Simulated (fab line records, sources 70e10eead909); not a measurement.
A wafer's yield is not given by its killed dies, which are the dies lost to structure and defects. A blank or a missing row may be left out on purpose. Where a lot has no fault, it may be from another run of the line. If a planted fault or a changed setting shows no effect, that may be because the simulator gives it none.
fab line records || flow nand_harc || part 2 of 2: steps 29 to 36 of 36
record: {"lots": 5, "wafers": 15, "last_day": 23}
route steps=1159 shown A_M0@1011 A_M1@1026
lots with no fault: from the same line, run without faults
start_h: the number of hours between the record's first day and the start of the first shown wafer of the lot || wait_h: hours from the lot's prior step to this one || " identical to the entry in the row above || L1.1+2: one row covering several wafers at once || - no value, or no start was given || * or withheld: withheld || < > ~ a bound
route shown NAME@n: NAME is a module with steps in the file, n the number in the route of the first one || usual: mean/standard deviation of fault-free wafers || same: alike in all rows || chamber/n: place in a boat || sites: each site's reading || _std_site: standard deviation across them || _edge_site: mean of outer sites minus mean of inner sites || radius_mm: how far each site lies from the wafer's centre || mask NAME#n: copy n || behind: the last tool/chamber to shape the wafer || hold: reason for holding the lot/hours on hold/outcome of the hold || device: transistor that didn't switch, given as n, p or np || end of line: the same wafers' tests at the end of the route || a step given without rows: its recipe and nothing more || killed: dies lost to structure and defects at the first sort, not the wafer's yield || map: a wafer's dies, marking killed ones x, the rest . and places with no die _
set.NAME: the run value of the setting; set.NAME@STEP: its run value at that earlier step || model.NAME: the simulator's own value behind a step, which no gauge read
a table for each step, a row for each wafer; lots at some steps of the route
services: from which hour (start_h, from the record's first day; less than 0 if before it) a tool's chamber was out of use, for how many hours, and why
== steps ==
step: NHARC_A_M1_ETCH_35
recipe: {"target_depth_a": 400, "overetch_a": 120, "time_s": 43.94, "ion_energy_ev": 200, "n2_flow_sccm": 150, "h2_flow_sccm": 150, "ar_flow_sccm": 0, "rf_w": 400, "bias_w": 150, "chemistry": "N2/H2"}
usual: {"drypump_motor_current_A": "5.7/0.33", "oes_product_au": "1.001/0.0084", "rf_vpp_V": "429.5/2.2", "showerhead_plenum_p_Torr": "2.00/0.069", "throttle_valve_pct": "14.171/0.01"}
{"lot.wafer": "L074.4", "tool": "rie_diel-01", "chamber": 0, "start_h": 389.58, "wait_h": 0.1, "drypump_motor_current_A": 5.5, "oes_product_au": 1.006, "rf_hours_counter_h": 1.7, "rf_vpp_V": 428.0, "showerhead_plenum_p_Torr": 1.93, "throttle_valve_pct": 14.165}
{"lot.wafer": "L074.6", "tool": "rie_diel-01", "chamber": 2, "start_h": 389.58, "wait_h": 0.1, "drypump_motor_current_A": 5.7, "oes_product_au": 1.011, "rf_hours_counter_h": "-", "rf_vpp_V": 430.7, "showerhead_plenum_p_Torr": 2.02, "throttle_valve_pct": 14.163}
{"lot.wafer": "L074.5", "tool": "rie_diel-01", "chamber": 3, "start_h": 389.58, "wait_h": 0.1, "drypump_motor_current_A": 5.5, "oes_product_au": 0.994, "rf_hours_counter_h": "-", "rf_vpp_V": 428.7, "showerhead_plenum_p_Torr": 1.98, "throttle_valve_pct": 14.156}
{"lot.wafer": "L076.1", "tool": "rie_diel-01", "chamber": 2, "start_h": 410.98, "wait_h": 0.1, "drypump_motor_current_A": 5.7, "oes_product_au": 0.997, "rf_hours_counter_h": 2.3, "rf_vpp_V": 431.6, "showerhead_plenum_p_Torr": 2.01, "throttle_valve_pct": 14.151}
{"lot.wafer": "L076.4", "tool": "rie_diel-01", "chamber": 0, "start_h": 410.98, "wait_h": 0.1, "drypump_motor_current_A": 5.5, "oes_product_au": 1.005, "rf_hours_counter_h": 2.3, "rf_vpp_V": 427.0, "showerhead_plenum_p_Torr": 1.93, "throttle_valve_pct": 14.177}
{"lot.wafer": "L076.2", "tool": "rie_diel-01", "chamber": 1, "start_h": 410.98, "wait_h": 0.1, "drypump_motor_current_A": 5.5, "oes_product_au": 0.994, "rf_hours_counter_h": 2.2, "rf_vpp_V": 429.6, "showerhead_plenum_p_Torr": 2.04, "throttle_valve_pct": 14.170}
{"lot.wafer": "L078.3", "tool": "rie_diel-01", "chamber": 0, "start_h": 417.58, "wait_h": 0.1, "drypump_motor_current_A": 5.5, "oes_product_au": 1.001, "rf_hours_counter_h": 2.6, "rf_vpp_V": 427.2, "showerhead_plenum_p_Torr": 1.93, "throttle_valve_pct": 14.165}
{"lot.wafer": "L078.2", "tool": "rie_diel-01", "chamber": 2, "start_h": 417.58, "wait_h": 0.1, "drypump_motor_current_A": 5.7, "oes_product_au": 0.993, "rf_hours_counter_h": 2.5, "rf_vpp_V": 429.2, "showerhead_plenum_p_Torr": 2.01, "throttle_valve_pct": 14.157}
{"lot.wafer": "L078.6", "tool": "rie_diel-01", "chamber": 1, "start_h": 417.58, "wait_h": 0.1, "drypump_motor_current_A": 5.5, "oes_product_au": 0.995, "rf_hours_counter_h": "-", "rf_vpp_V": 431.2, "showerhead_plenum_p_Torr": 2.04, "throttle_valve_pct": 14.170}
{"lot.wafer": "L084.1", "tool": "rie_diel-03", "chamber": 3, "start_h": 475.75, "wait_h": 0.1, "drypump_motor_current_A": 6.1, "oes_product_au": 1.000, "rf_hours_counter_h": 5.2, "rf_vpp_V": 432.0, "showerhead_plenum_p_Torr": 2.07, "throttle_valve_pct": 14.158}
{"lot.wafer": "L084.3", "tool": "rie_diel-03", "chamber": 0, "start_h": 475.75, "wait_h": 0.1, "drypump_motor_current_A": 6.1, "oes_product_au": 1.008, "rf_hours_counter_h": 6.7, "rf_vpp_V": 428.2, "showerhead_plenum_p_Torr": 1.98, "throttle_valve_pct": 14.164}
{"lot.wafer": "L084.6", "tool": "rie_diel-03", "chamber": 0, "start_h": 475.75, "wait_h": 0.1, "drypump_motor_current_A": 6.1, "oes_product_au": 1.012, "rf_hours_counter_h": "-", "rf_vpp_V": 429.6, "showerhead_plenum_p_Torr": 1.98, "throttle_valve_pct": 14.164}
{"lot.wafer": "L089.1", "tool": "rie_diel-03", "chamber": 0, "start_h": 505.91, "wait_h": 0.1, "drypump_motor_current_A": 6.1, "oes_product_au": 1.022, "rf_hours_counter_h": 8.4, "rf_vpp_V": 428.9, "showerhead_plenum_p_Torr": 1.98, "throttle_valve_pct": 14.173}
{"lot.wafer": "L089.5", "tool": "rie_diel-03", "chamber": 2, "start_h": 505.91, "wait_h": 0.1, "drypump_motor_current_A": 5.9, "oes_product_au": 1.016, "rf_hours_counter_h": "-", "rf_vpp_V": 431.0, "showerhead_plenum_p_Torr": 2.03, "throttle_valve_pct": 14.163}
{"lot.wafer": "L089.6", "tool": "rie_diel-03", "chamber": 3, "start_h": 505.91, "wait_h": 0.1, "drypump_motor_current_A": 6.1, "oes_product_au": 1.015, "rf_hours_counter_h": "-", "rf_vpp_V": 431.4, "showerhead_plenum_p_Torr": 2.07, "throttle_valve_pct": 14.168}
step: NHARC_A_M1_ETCH_15
recipe: {"target_depth_a": 1825, "time_s": 91.2, "c4f8_flow_sccm": "withheld", "ar_flow_sccm": 400, "rf_w": 600, "bias_w": 300, "chemistry": "C4F8/Ar"}
usual: {"oes_product_au": "0.952/0.021", "rf_vpp_V": "439.9/2.2"}
{"lot.wafer": "L074.4", "tool": "rie_diel-01", "chamber": 1, "start_h": "-", "wait_h": "-", "oes_product_au": 0.953, "rf_hours_counter_h": 1.6, "rf_vpp_V": 439.4}
{"lot.wafer": "L074.5", "tool": "rie_diel-01", "chamber": 2, "start_h": "-", "wait_h": "-", "oes_product_au": 0.979, "rf_hours_counter_h": "-", "rf_vpp_V": 439.6}
{"lot.wafer": "L074.6", "tool": "rie_diel-01", "chamber": 3, "start_h": "-", "wait_h": "-", "oes_product_au": 0.976, "rf_hours_counter_h": "-", "rf_vpp_V": 440.4}
{"lot.wafer": "L076.2", "tool": "rie_diel-01", "chamber": 0, "start_h": "-", "wait_h": "-", "oes_product_au": 0.925, "rf_hours_counter_h": 2.3, "rf_vpp_V": 437.2}
{"lot.wafer": "L076.1", "tool": "rie_diel-01", "chamber": 1, "start_h": "-", "wait_h": "-", "oes_product_au": 0.918, "rf_hours_counter_h": 2.2, "rf_vpp_V": 441.4}
{"lot.wafer": "L076.4", "tool": "rie_diel-01", "chamber": 2, "start_h": "-", "wait_h": "-", "oes_product_au": 0.930, "rf_hours_counter_h": 2.4, "rf_vpp_V": 439.8}
{"lot.wafer": "L078.2", "tool": "rie_diel-01", "chamber": 3, "start_h": "-", "wait_h": "-", "oes_product_au": 0.980, "rf_hours_counter_h": 2.7, "rf_vpp_V": 440.0}
{"lot.wafer": "L078.3", "tool": "rie_diel-01", "chamber": 1, "start_h": "-", "wait_h": "-", "oes_product_au": 0.956, "rf_hours_counter_h": 2.4, "rf_vpp_V": 439.4}
{"lot.wafer": "L078.6", "tool": "rie_diel-01", "chamber": 2, "start_h": "-", "wait_h": "-", "oes_product_au": 0.984, "rf_hours_counter_h": "-", "rf_vpp_V": 440.2}
{"lot.wafer": "L084.3", "tool": "rie_diel-03", "chamber": 2, "start_h": "-", "wait_h": "-", "oes_product_au": 0.937, "rf_hours_counter_h": 6.4, "rf_vpp_V": 441.0}
{"lot.wafer": "L084.1", "tool": "rie_diel-03", "chamber": 1, "start_h": "-", "wait_h": "-", "oes_product_au": 0.934, "rf_hours_counter_h": 7.3, "rf_vpp_V": 443.0}
{"lot.wafer": "L084.6", "tool": "rie_diel-03", "chamber": 2, "start_h": "-", "wait_h": "-", "oes_product_au": 0.938, "rf_hours_counter_h": "-", "rf_vpp_V": 441.4}
{"lot.wafer": "L089.1", "tool": "rie_diel-03", "chamber": 3, "start_h": "-", "wait_h": "-", "oes_product_au": 0.928, "rf_hours_counter_h": 6.9, "rf_vpp_V": 442.4}
{"lot.wafer": "L089.5", "tool": "rie_diel-03", "chamber": 2, "start_h": "-", "wait_h": "-", "oes_product_au": 0.946, "rf_hours_counter_h": "-", "rf_vpp_V": 439.6}
{"lot.wafer": "L089.6", "tool": "rie_diel-03", "chamber": 3, "start_h": "-", "wait_h": "-", "oes_product_au": 0.926, "rf_hours_counter_h": "-", "rf_vpp_V": 441.4}
step: NHARC_A_M1_CD_MEAS_16
usual: {"cd_nm": "120.0/0.62"}
{"lot.wafer": "L074.4", "tool": "cd_sem-01", "chamber": "-", "start_h": 389.80, "wait_h": "-", "cd_nm": 119.5}
{"lot.wafer": "L074.5", "tool": "cd_sem-01", "chamber": "-", "start_h": 389.80, "wait_h": "-", "cd_nm": 120.0}
{"lot.wafer": "L074.6", "tool": "cd_sem-01", "chamber": "-", "start_h": 389.80, "wait_h": "-", "cd_nm": 119.6}
{"lot.wafer": "L076.1", "tool": "cd_sem-03", "chamber": "-", "start_h": 411.22, "wait_h": "-", "cd_nm": 119.8}
{"lot.wafer": "L076.2", "tool": "cd_sem-03", "chamber": "-", "start_h": 411.22, "wait_h": "-", "cd_nm": 119.6}
{"lot.wafer": "L076.4", "tool": "cd_sem-03", "chamber": "-", "start_h": 411.22, "wait_h": "-", "cd_nm": 120.0}
{"lot.wafer": "L078.2", "tool": "cd_sem-01", "chamber": "-", "start_h": 417.80, "wait_h": "-", "cd_nm": 120.6}
{"lot.wafer": "L078.3", "tool": "cd_sem-01", "chamber": "-", "start_h": 417.80, "wait_h": "-", "cd_nm": 120.8}
{"lot.wafer": "L078.6", "tool": "cd_sem-01", "chamber": "-", "start_h": 417.80, "wait_h": "-", "cd_nm": 120.1}
{"lot.wafer": "L084.1", "tool": "cd_sem-01", "chamber": "-", "start_h": 475.97, "wait_h": "-", "cd_nm": 120.1}
{"lot.wafer": "L084.3", "tool": "cd_sem-01", "chamber": "-", "start_h": 475.97, "wait_h": "-", "cd_nm": 120.9}
{"lot.wafer": "L084.6", "tool": "cd_sem-01", "chamber": "-", "start_h": 475.97, "wait_h": "-", "cd_nm": 119.8}
{"lot.wafer": "L089.1", "tool": "cd_sem-03", "chamber": "-", "start_h": 506.12, "wait_h": "-", "cd_nm": 119.5}
{"lot.wafer": "L089.5", "tool": "cd_sem-03", "chamber": "-", "start_h": 506.12, "wait_h": "-", "cd_nm": 121.3}
{"lot.wafer": "L089.6", "tool": "cd_sem-03", "chamber": "-", "start_h": 506.12, "wait_h": "-", "cd_nm": 120.8}
step: NHARC_A_M1_STRIP_18
recipe: {"power_w": 1000, "n2_flow_sccm": 150, "h2_flow_sccm": 150, "ar_flow_sccm": 0, "bias_w": 0, "chemistry": "N2/H2"}
usual: {"drypump_motor_current_A": "5.6/0.31", "oes_product_au": "1.002/0.0076", "rf_vpp_V": "90.4/0.93", "showerhead_plenum_p_Torr": "2.00/0.066", "throttle_valve_pct": "14.170/0.0094"}
{"lot.wafer": "L074.4", "tool": "rie_diel-01", "chamber": 0, "start_h": 389.92, "wait_h": 0.1, "drypump_motor_current_A": 5.6, "oes_product_au": 1.008, "rf_hours_counter_h": 1.7, "rf_vpp_V": 88.7, "showerhead_plenum_p_Torr": 1.93, "throttle_valve_pct": 14.168}
{"lot.wafer": "L074.6", "tool": "rie_diel-01", "chamber": 2, "start_h": 389.92, "wait_h": 0.1, "drypump_motor_current_A": 5.7, "oes_product_au": 0.999, "rf_hours_counter_h": "-", "rf_vpp_V": 90.9, "showerhead_plenum_p_Torr": 2.02, "throttle_valve_pct": 14.171}
{"lot.wafer": "L074.5", "tool": "rie_diel-01", "chamber": 3, "start_h": 389.92, "wait_h": 0.1, "drypump_motor_current_A": 5.5, "oes_product_au": 0.998, "rf_hours_counter_h": "-", "rf_vpp_V": 91.3, "showerhead_plenum_p_Torr": 1.98, "throttle_valve_pct": 14.173}
{"lot.wafer": "L076.4", "tool": "rie_diel-06", "chamber": 0, "start_h": 411.29, "wait_h": 0.1, "drypump_motor_current_A": 6.3, "oes_product_au": 0.992, "rf_hours_counter_h": 7.3, "rf_vpp_V": 90.7, "showerhead_plenum_p_Torr": 1.92, "throttle_valve_pct": 14.179}
{"lot.wafer": "L076.1", "tool": "rie_diel-06", "chamber": 1, "start_h": 411.29, "wait_h": 0.1, "drypump_motor_current_A": 5.2, "oes_product_au": 0.995, "rf_hours_counter_h": 10.2, "rf_vpp_V": 90.2, "showerhead_plenum_p_Torr": 1.90, "throttle_valve_pct": 14.155}
{"lot.wafer": "L076.2", "tool": "rie_diel-06", "chamber": 3, "start_h": 411.29, "wait_h": 0.1, "drypump_motor_current_A": 5.4, "oes_product_au": 0.999, "rf_hours_counter_h": 10.2, "rf_vpp_V": 90.0, "showerhead_plenum_p_Torr": 2.14, "throttle_valve_pct": 14.173}
{"lot.wafer": "L078.3", "tool": "rie_diel-06", "chamber": 1, "start_h": 417.87, "wait_h": 0.1, "drypump_motor_current_A": 5.2, "oes_product_au": 1.006, "rf_hours_counter_h": 10.3, "rf_vpp_V": 90.4, "showerhead_plenum_p_Torr": 1.90, "throttle_valve_pct": 14.163}
{"lot.wafer": "L078.2", "tool": "rie_diel-06", "chamber": 0, "start_h": 417.87, "wait_h": 0.1, "drypump_motor_current_A": 6.3, "oes_product_au": 0.993, "rf_hours_counter_h": 7.4, "rf_vpp_V": 89.9, "showerhead_plenum_p_Torr": 1.92, "throttle_valve_pct": 14.178}
{"lot.wafer": "L078.6", "tool": "rie_diel-06", "chamber": 1, "start_h": 417.87, "wait_h": 0.1, "drypump_motor_current_A": 5.2, "oes_product_au": 1.002, "rf_hours_counter_h": "-", "rf_vpp_V": 89.7, "showerhead_plenum_p_Torr": 1.90, "throttle_valve_pct": 14.168}
{"lot.wafer": "L084.1", "tool": "rie_diel-03", "chamber": 1, "start_h": 476.04, "wait_h": 0.1, "drypump_motor_current_A": 5.0, "oes_product_au": 1.007, "rf_hours_counter_h": 7.3, "rf_vpp_V": 91.6, "showerhead_plenum_p_Torr": 2.12, "throttle_valve_pct": 14.183}
{"lot.wafer": "L084.3", "tool": "rie_diel-03", "chamber": 3, "start_h": 476.04, "wait_h": 0.1, "drypump_motor_current_A": 6.1, "oes_product_au": 1.007, "rf_hours_counter_h": 5.2, "rf_vpp_V": 90.7, "showerhead_plenum_p_Torr": 2.07, "throttle_valve_pct": 14.170}
{"lot.wafer": "L084.6", "tool": "rie_diel-03", "chamber": 1, "start_h": 476.04, "wait_h": 0.1, "drypump_motor_current_A": 5.0, "oes_product_au": 1.016, "rf_hours_counter_h": "-", "rf_vpp_V": 91.2, "showerhead_plenum_p_Torr": 2.12, "throttle_valve_pct": 14.178}
{"lot.wafer": "L089.1", "tool": "rie_diel-01", "chamber": 2, "start_h": 506.27, "wait_h": 0.1, "drypump_motor_current_A": 5.7, "oes_product_au": 1.011, "rf_hours_counter_h": 0.2, "rf_vpp_V": 90.7, "showerhead_plenum_p_Torr": 2.01, "throttle_valve_pct": 14.190}
{"lot.wafer": "L089.5", "tool": "rie_diel-01", "chamber": 3, "start_h": 506.27, "wait_h": 0.1, "drypump_motor_current_A": 5.4, "oes_product_au": 1.010, "rf_hours_counter_h": "-", "rf_vpp_V": 91.4, "showerhead_plenum_p_Torr": 1.98, "throttle_valve_pct": 14.169}
{"lot.wafer": "L089.6", "tool": "rie_diel-01", "chamber": 0, "start_h": 506.27, "wait_h": 0.1, "drypump_motor_current_A": 5.5, "oes_product_au": 1.010, "rf_hours_counter_h": "-", "rf_vpp_V": 90.9, "showerhead_plenum_p_Torr": 1.93, "throttle_valve_pct": 14.169}
step: NHARC_A_M1_ETCH_28
recipe: {"target_depth_a": 300, "over_etch_frac": 0.3, "time_s": 72.99, "ion_energy_ev": 150, "cf4_flow_sccm": 50, "n2_flow_sccm": 100, "ar_flow_sccm": 150, "rf_w": 300, "bias_w": 100, "chemistry": "CF4/N2"}
usual: {"drypump_motor_current_A": "5.6/0.3", "oes_product_au": "1.002/0.0082", "rf_vpp_V": "313.3/1.5", "showerhead_plenum_p_Torr": "2.58/0.078", "throttle_valve_pct": "19.795/0.01"}
{"lot.wafer": "L074.4", "tool": "rie_diel-01", "chamber": 0, "start_h": "-", "wait_h": "-", "drypump_motor_current_A": 5.5, "oes_product_au": 1.011, "rf_hours_counter_h": 1.8, "rf_vpp_V": 312.4, "showerhead_plenum_p_Torr": 2.49, "throttle_valve_pct": 19.804}
{"lot.wafer": "L074.6", "tool": "rie_diel-01", "chamber": 3, "start_h": "-", "wait_h": "-", "drypump_motor_current_A": 5.5, "oes_product_au": 1.005, "rf_hours_counter_h": "-", "rf_vpp_V": 312.7, "showerhead_plenum_p_Torr": 2.56, "throttle_valve_pct": 19.784}
{"lot.wafer": "L074.5", "tool": "rie_diel-01", "chamber": 0, "start_h": "-", "wait_h": "-", "drypump_motor_current_A": 5.5, "oes_product_au": 1.010, "rf_hours_counter_h": "-", "rf_vpp_V": 313.8, "showerhead_plenum_p_Torr": 2.49, "throttle_valve_pct": 19.800}
{"lot.wafer": "L076.2", "tool": "rie_diel-06", "chamber": 1, "start_h": "-", "wait_h": "-", "drypump_motor_current_A": 5.2, "oes_product_au": 1.007, "rf_hours_counter_h": 10.3, "rf_vpp_V": 311.7, "showerhead_plenum_p_Torr": 2.46, "throttle_valve_pct": 19.796}
{"lot.wafer": "L076.1", "tool": "rie_diel-06", "chamber": 2, "start_h": "-", "wait_h": "-", "drypump_motor_current_A": 5.9, "oes_product_au": 1.010, "rf_hours_counter_h": 10.0, "rf_vpp_V": 312.6, "showerhead_plenum_p_Torr": 2.45, "throttle_valve_pct": 19.795}
{"lot.wafer": "L076.4", "tool": "rie_diel-06", "chamber": 3, "start_h": "-", "wait_h": "-", "drypump_motor_current_A": 5.4, "oes_product_au": 0.995, "rf_hours_counter_h": 10.2, "rf_vpp_V": 315.9, "showerhead_plenum_p_Torr": 2.75, "throttle_valve_pct": 19.802}
{"lot.wafer": "L078.3", "tool": "rie_diel-06", "chamber": 2, "start_h": "-", "wait_h": "-", "drypump_motor_current_A": 5.9, "oes_product_au": 1.002, "rf_hours_counter_h": 10.2, "rf_vpp_V": 311.1, "showerhead_plenum_p_Torr": 2.45, "throttle_valve_pct": 19.790}
{"lot.wafer": "L078.2", "tool": "rie_diel-06", "chamber": 1, "start_h": "-", "wait_h": "-", "drypump_motor_current_A": 5.2, "oes_product_au": 1.017, "rf_hours_counter_h": 10.4, "rf_vpp_V": 311.5, "showerhead_plenum_p_Torr": 2.46, "throttle_valve_pct": 19.785}
{"lot.wafer": "L078.6", "tool": "rie_diel-06", "chamber": 2, "start_h": "-", "wait_h": "-", "drypump_motor_current_A": 5.9, "oes_product_au": 1.020, "rf_hours_counter_h": "-", "rf_vpp_V": 311.1, "showerhead_plenum_p_Torr": 2.45, "throttle_valve_pct": 19.802}
{"lot.wafer": "L084.3", "tool": "rie_diel-03", "chamber": 2, "start_h": "-", "wait_h": "-", "drypump_motor_current_A": 5.8, "oes_product_au": 1.012, "rf_hours_counter_h": 6.5, "rf_vpp_V": 314.7, "showerhead_plenum_p_Torr": 2.62, "throttle_valve_pct": 19.790}
{"lot.wafer": "L084.1", "tool": "rie_diel-03", "chamber": 1, "start_h": "-", "wait_h": "-", "drypump_motor_current_A": 5.0, "oes_product_au": 0.999, "rf_hours_counter_h": 7.4, "rf_vpp_V": 314.4, "showerhead_plenum_p_Torr": 2.72, "throttle_valve_pct": 19.801}
{"lot.wafer": "L084.6", "tool": "rie_diel-03", "chamber": 3, "start_h": "-", "wait_h": "-", "drypump_motor_current_A": 6.1, "oes_product_au": 1.008, "rf_hours_counter_h": "-", "rf_vpp_V": 314.7, "showerhead_plenum_p_Torr": 2.66, "throttle_valve_pct": 19.782}
{"lot.wafer": "L089.1", "tool": "rie_diel-01", "chamber": 2, "start_h": "-", "wait_h": "-", "drypump_motor_current_A": 5.7, "oes_product_au": 0.996, "rf_hours_counter_h": 0.2, "rf_vpp_V": 312.6, "showerhead_plenum_p_Torr": 2.60, "throttle_valve_pct": 19.787}
{"lot.wafer": "L089.6", "tool": "rie_diel-01", "chamber": 1, "start_h": "-", "wait_h": "-", "drypump_motor_current_A": 5.5, "oes_product_au": 1.000, "rf_hours_counter_h": "-", "rf_vpp_V": 312.7, "showerhead_plenum_p_Torr": 2.62, "throttle_valve_pct": 19.776}
{"lot.wafer": "L089.5", "tool": "rie_diel-01", "chamber": 2, "start_h": "-", "wait_h": "-", "drypump_motor_current_A": 5.7, "oes_product_au": 1.003, "rf_hours_counter_h": "-", "rf_vpp_V": 312.7, "showerhead_plenum_p_Torr": 2.60, "throttle_valve_pct": 19.818}
step: NHARC_A_M1_STRIP_19
recipe: {"time_s": 600, "temp_c": 30, "chemistry": "post_etch_residue_remover"}
{"lot.wafer": "L074.6+4+5", "tool": "wet_bench-08", "chamber": "0,2,4", "start_h": 390.25, "wait_h": "-"}
{"lot.wafer": "L076.4+2+1", "tool": "wet_bench-10", "chamber": "3,4,6", "start_h": 411.71, "wait_h": "-"}
{"lot.wafer": "L078.3+6+2", "tool": "wet_bench-10", "chamber": "6,7,1", "start_h": 418.27, "wait_h": "-"}
{"lot.wafer": "L084.3+6+1", "tool": "wet_bench-08", "chamber": "4,6,0", "start_h": 476.42, "wait_h": "-"}
{"lot.wafer": "L089.1+5+6", "tool": "wet_bench-10", "chamber": "5,7,0", "start_h": 506.59, "wait_h": "-"}
step: NHARC_A_M1_DEGAS_29
recipe: {"temp_c": 250, "time_s": 60}
usual: {"heater_power_w": "325/23"}
{"lot.wafer": "L074.4", "tool": "pvd_sputter-01", "chamber": "-", "start_h": 390.53, "wait_h": "-", "heater_power_w": 303}
{"lot.wafer": "L074.5", "tool": "pvd_sputter-01", "chamber": "-", "start_h": 390.53, "wait_h": "-", "heater_power_w": 371}
{"lot.wafer": "L074.6", "tool": "pvd_sputter-01", "chamber": "-", "start_h": 390.53, "wait_h": "-", "heater_power_w": 315}
{"lot.wafer": "L076.1", "tool": "pvd_sputter-01", "chamber": "-", "start_h": 411.97, "wait_h": "-", "heater_power_w": 303}
{"lot.wafer": "L076.2", "tool": "pvd_sputter-01", "chamber": "-", "start_h": 411.97, "wait_h": "-", "heater_power_w": 368}
{"lot.wafer": "L076.4", "tool": "pvd_sputter-01", "chamber": "-", "start_h": 411.97, "wait_h": "-", "heater_power_w": 319}
{"lot.wafer": "L078.3", "tool": "pvd_sputter-03", "chamber": "-", "start_h": 418.54, "wait_h": "-", "heater_power_w": 320}
{"lot.wafer": "L078.2", "tool": "pvd_sputter-03", "chamber": "-", "start_h": 418.54, "wait_h": "-", "heater_power_w": 331}
{"lot.wafer": "L078.6", "tool": "pvd_sputter-03", "chamber": "-", "start_h": 418.54, "wait_h": "-", "heater_power_w": 331}
{"lot.wafer": "L084.1", "tool": "pvd_sputter-02", "chamber": "-", "start_h": 476.68, "wait_h": "-", "heater_power_w": 288}
{"lot.wafer": "L084.3", "tool": "pvd_sputter-02", "chamber": "-", "start_h": 476.68, "wait_h": "-", "heater_power_w": 325}
{"lot.wafer": "L084.6", "tool": "pvd_sputter-02", "chamber": "-", "start_h": 476.68, "wait_h": "-", "heater_power_w": 281}
{"lot.wafer": "L089.1", "tool": "pvd_sputter-01", "chamber": "-", "start_h": 506.86, "wait_h": "-", "heater_power_w": 311}
{"lot.wafer": "L089.6", "tool": "pvd_sputter-01", "chamber": "-", "start_h": 506.86, "wait_h": "-", "heater_power_w": 329}
{"lot.wafer": "L089.5", "tool": "pvd_sputter-01", "chamber": "-", "start_h": 506.86, "wait_h": "-", "heater_power_w": 308}
step: NHARC_A_M1_PRE_CLEAN_30
recipe: {"time_s": 30, "temp_c": 280, "gas": "H2/He"}
usual: {"heater_power_w": "398/28"}
{"lot.wafer": "L074.4", "tool": "pvd_sputter-01", "chamber": "-", "start_h": "-", "wait_h": "-", "heater_power_w": 457}
{"lot.wafer": "L074.6", "tool": "pvd_sputter-01", "chamber": "-", "start_h": "-", "wait_h": "-", "heater_power_w": 368}
{"lot.wafer": "L074.5", "tool": "pvd_sputter-01", "chamber": "-", "start_h": "-", "wait_h": "-", "heater_power_w": 448}
{"lot.wafer": "L076.2", "tool": "pvd_sputter-01", "chamber": "-", "start_h": "-", "wait_h": "-", "heater_power_w": 460}
{"lot.wafer": "L076.4", "tool": "pvd_sputter-01", "chamber": "-", "start_h": "-", "wait_h": "-", "heater_power_w": 378}
{"lot.wafer": "L076.1", "tool": "pvd_sputter-01", "chamber": "-", "start_h": "-", "wait_h": "-", "heater_power_w": 404}
{"lot.wafer": "L078.3", "tool": "pvd_sputter-03", "chamber": "-", "start_h": "-", "wait_h": "-", "heater_power_w": 400}
{"lot.wafer": "L078.2", "tool": "pvd_sputter-03", "chamber": "-", "start_h": "-", "wait_h": "-", "heater_power_w": 418}
{"lot.wafer": "L078.6", "tool": "pvd_sputter-03", "chamber": "-", "start_h": "-", "wait_h": "-", "heater_power_w": 397}
{"lot.wafer": "L084.1", "tool": "pvd_sputter-02", "chamber": "-", "start_h": "-", "wait_h": "-", "heater_power_w": 406}
{"lot.wafer": "L084.3", "tool": "pvd_sputter-02", "chamber": "-", "start_h": "-", "wait_h": "-", "heater_power_w": 340}
{"lot.wafer": "L084.6", "tool": "pvd_sputter-02", "chamber": "-", "start_h": "-", "wait_h": "-", "heater_power_w": 400}
{"lot.wafer": "L089.1", "tool": "pvd_sputter-01", "chamber": "-", "start_h": "-", "wait_h": "-", "heater_power_w": 366}
{"lot.wafer": "L089.5", "tool": "pvd_sputter-01", "chamber": "-", "start_h": "-", "wait_h": "-", "heater_power_w": 400}
{"lot.wafer": "L089.6", "tool": "pvd_sputter-01", "chamber": "-", "start_h": "-", "wait_h": "-", "heater_power_w": 366}
== services ==
{"tool": "wet_bench-03", "chamber": "-", "start_h": 362.49, "hours": 2.3, "kind": "repair"}
{"tool": "pecvd-03", "chamber": "-", "start_h": 365.31, "hours": 0.8, "kind": "repair"}
{"tool": "pecvd-04", "chamber": "-", "start_h": 376.00, "hours": 13.0, "kind": "pm"}
{"tool": "rie_diel-06", "chamber": 1, "start_h": 377.70, "hours": 8.1, "kind": "repair"}
{"tool": "pvd_sputter-03", "chamber": "-", "start_h": 390.24, "hours": 1.1, "kind": "repair"}
{"tool": "rie_diel-03", "chamber": "-", "start_h": 392.40, "hours": 9.0, "kind": "pm"}
{"tool": "pvd_sputter-03", "chamber": "-", "start_h": 408.89, "hours": 3.2, "kind": "repair"}
{"tool": "pecvd-04", "chamber": 2, "start_h": 412.57, "hours": 10.0, "kind": "repair"}
{"tool": "rie_diel-06", "chamber": "-", "start_h": 418.25, "hours": 9.0, "kind": "pm"}
{"tool": "wet_bench-10", "chamber": "-", "start_h": 423.20, "hours": 8.0, "kind": "pm"}
{"tool": "pecvd-03", "chamber": 1, "start_h": 425.37, "hours": 46.3, "kind": "repair"}
{"tool": "pvd_sputter-03", "chamber": "-", "start_h": 428.79, "hours": 1.3, "kind": "repair"}
{"tool": "pvd_sputter-01", "chamber": "-", "start_h": 433.13, "hours": 3.4, "kind": "repair"}
{"tool": "rie_diel-03", "chamber": 3, "start_h": 440.27, "hours": 8.7, "kind": "repair"}
{"tool": "litho_track-01", "chamber": "-", "start_h": 443.00, "hours": 7.0, "kind": "pm"}
{"tool": "pvd_sputter-01", "chamber": "-", "start_h": 450.94, "hours": 5.8, "kind": "repair"}
{"tool": "cmp-03", "chamber": "-", "start_h": 451.15, "hours": 4.0, "kind": "pm"}
{"tool": "pvd_sputter-03", "chamber": "-", "start_h": 458.00, "hours": 10.0, "kind": "pm"}
{"tool": "litho_track-06", "chamber": "-", "start_h": 467.00, "hours": 7.0, "kind": "pm"}
{"tool": "pecvd-03", "chamber": "-", "start_h": 473.64, "hours": 13.0, "kind": "pm"}
{"tool": "litho_track-04", "chamber": "-", "start_h": 491.00, "hours": 7.0, "kind": "pm"}
{"tool": "rie_diel-01", "chamber": "-", "start_h": 491.80, "hours": 9.0, "kind": "pm"}
{"tool": "pvd_sputter-03", "chamber": "-", "start_h": 494.36, "hours": 1.8, "kind": "repair"}
{"tool": "pecvd-02", "chamber": 1, "start_h": 494.81, "hours": 10.6, "kind": "repair"}
